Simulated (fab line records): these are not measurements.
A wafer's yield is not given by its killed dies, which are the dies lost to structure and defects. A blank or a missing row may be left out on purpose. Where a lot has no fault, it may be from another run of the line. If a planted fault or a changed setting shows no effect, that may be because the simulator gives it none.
Chamber matching || flow nand-harc || pecvd-03 running NHARC_P_CONTACT_DEP_30: 3 sister chambers
The step deposits SiNx, target thk 30 nm. 6 wafers are shown with their chamber, then 11 later ones without.

## WAFERS PAIRED WITH THEIR CHAMBERS
{"wafer": "L084.1", "chamber": 2, "heater-power-w (W)": 736}
{"wafer": "L084.4", "chamber": 1, "heater-power-w (W)": 734}
{"wafer": "L085.2", "chamber": 1, "heater-power-w (W)": 688}
{"wafer": "L085.3", "chamber": 0, "heater-power-w (W)": 749}
{"wafer": "L085.6", "chamber": 0, "heater-power-w (W)": 774}
{"wafer": "L088.2", "chamber": 2, "heater-power-w (W)": 746}

## WAFERS WHOSE CHAMBER IS MISSING
{"wafer": "L088.5", "heater-power-w (W)": 681}
{"wafer": "L088.6", "heater-power-w (W)": 744}
{"wafer": "L093.1", "heater-power-w (W)": 782}
{"wafer": "L093.2", "heater-power-w (W)": 763}
{"wafer": "L093.5", "heater-power-w (W)": 746}
{"wafer": "L094.1", "heater-power-w (W)": 611}
{"wafer": "L094.2", "heater-power-w (W)": 724}
{"wafer": "L094.3", "heater-power-w (W)": 758}
{"wafer": "L095.1", "heater-power-w (W)": 740}
{"wafer": "L095.2", "heater-power-w (W)": 730}
{"wafer": "L095.6", "heater-power-w (W)": 710}

## CHAMBER TAKEN BY EACH
{"wafer": "L088.5", "from the rows above": "can't be placed: 1 or 2", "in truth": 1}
{"wafer": "L088.6", "from the rows above": "can't be placed: 2 or 0 or 1", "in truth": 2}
{"wafer": "L093.1", "from the rows above": "can't be placed: 0 or 2", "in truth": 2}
{"wafer": "L093.2", "from the rows above": "can't be placed: 0 or 2", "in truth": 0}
{"wafer": "L093.5", "from the rows above": "can't be placed: 2 or 0 or 1", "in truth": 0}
{"wafer": "L094.1", "from the rows above": "can't be placed: 1 or 2", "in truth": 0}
{"wafer": "L094.2", "from the rows above": "can't be placed: 1 or 2 or 0", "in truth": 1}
{"wafer": "L094.3", "from the rows above": "can't be placed: 0 or 2 or 1", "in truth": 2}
{"wafer": "L095.1", "from the rows above": "can't be placed: 2 or 0 or 1", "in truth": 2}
{"wafer": "L095.2", "from the rows above": "can't be placed: 2 or 1 or 0", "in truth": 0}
{"wafer": "L095.6", "from the rows above": "can't be placed: 1 or 2", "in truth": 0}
Correct placement for 0 of the 11. From these rows, 11 cannot be placed; in 9 the true chamber is one of the candidates. 0 placed wrongly.
How it was worked out, from the rows above alone: a wafer's distance from a chamber is the root of the sum, over the readings, of the square of ((its reading less the chamber's mean) divided by the reading's scatter). If the next closest chamber is less than 2 further off than the closest, the wafer can't be placed; otherwise it belongs to the closest. A chamber's mean is the mean of its shown wafers. How the scatter is found: for the shown wafers, subtract from each reading the mean of its chamber, square and add these, divide the total by (wafers less chambers), then take the root.
